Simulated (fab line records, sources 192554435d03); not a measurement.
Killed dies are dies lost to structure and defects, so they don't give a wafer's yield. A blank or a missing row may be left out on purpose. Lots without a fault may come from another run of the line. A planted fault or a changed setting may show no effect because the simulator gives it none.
Chamber matching | flow n5_finfet | N5_BEOL_M7_ILD_DEP_00 on pecvd-01: 3 sister chambers
The step deposits SiCOH lowk from DEMS/porogen, target thk 179.75 nm, time 33.4 s. 20 wafers are shown with their chamber, then 10 later ones without.

WAFERS WITH THEIR CHAMBER
wafer  | chamber | throttle_valve_pct (%) | heater_power_w (W) | showerhead_plenum_p_Torr (Torr)
L076.1 | 2       | 13.3                   | 309                | 5.741
L076.4 | 0       | 13.1                   | 495                | 5.726
L076.6 | 1       | 14.3                   | 341                | 5.743
L078.3 | 1       | 14.5                   | 364                | 5.760
L078.4 | 0       | 13.3                   | 444                | 5.731
L078.6 | 2       | 13.4                   | 286                | 5.746
L082.2 | 0       | 13.3                   | 480                | 5.749
L082.3 | 2       | 13.2                   | 269                | 5.741
L082.6 | 1       | 14.1                   | 315                | 5.765
L083.1 | 0       | 13.1                   | 408                | 5.737
L083.3 | 1       | 14.6                   | 374                | 5.754
L083.6 | 0       | 13.2                   | 423                | 5.742
L084.1 | 1       | 14.1                   | 298                | 5.739
L084.2 | 0       | 13.4                   | 477                | 5.731
L084.5 | 2       | 13.1                   | 276                | 5.737
L088.1 | 0       | 13.1                   | 492                | 5.745
L088.2 | 1       | 14.6                   | 345                | 5.746
L088.3 | 2       | 13.4                   | 252                | 5.743
L085.4 | 2       | 12.9                   | 269                | 5.750
L085.5 | 0       | 13.4                   | 473                | 5.730

SIGNATURES (means of the wafers above)
reading                  | chamber 0 | chamber 1 | chamber 2 | scatter within a chamber
throttle_valve_pct       | 13.238    | 14.367    | 13.217    | 0.185
heater_power_w           | 461.50    | 339.50    | 276.83    | 28.1
showerhead_plenum_p_Torr | 5.73637   | 5.75117   | 5.74300   | 0.00802
Rule: a wafer's distance from a chamber is the root of the sum, over the readings, of the square of ((its reading less the chamber's mean) divided by the reading's scatter). The wafer belongs to the nearest chamber; if the next one is less than 2 further off, it can't be placed. The scatter: the root of (the sum of the squares of (reading less its chamber's mean) over the shown wafers, divided by (wafers less chambers)).

WAFERS WITHOUT THEIR CHAMBER
wafer  | throttle_valve_pct (%) | heater_power_w (W) | showerhead_plenum_p_Torr (Torr)
L085.6 | 14.4                   | 374                | 5.747
L089.1 | 13.3                   | 395                | 5.742
L089.3 | 13.2                   | 285                | 5.737
L089.4 | 13.1                   | 292                | 5.754
L093.1 | 13.3                   | 302                | 5.740
L093.4 | 14.2                   | 384                | 5.754
L093.6 | 13.5                   | 424                | 5.729
L094.1 | 13.2                   | 497                | 5.746
L094.2 | 14.2                   | 326                | 5.750
L094.3 | 13.3                   | 308                | 5.747

WHICH CHAMBER EACH WENT THROUGH
wafer  | from the rows above     | in truth
L085.6 | 1                       | 1
L089.1 | can't be placed: 0 or 2 | 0
L089.3 | 2                       | 2
L089.4 | 2                       | 2
L093.1 | 2                       | 2
L093.4 | 1                       | 1
L093.6 | 0                       | 0
L094.1 | 0                       | 0
L094.2 | 1                       | 1
L094.3 | 2                       | 2
Placed correctly: 9 of 10. Can't be placed from these rows: 1 (the true chamber is among the candidates in 1). Placed wrongly: 0.
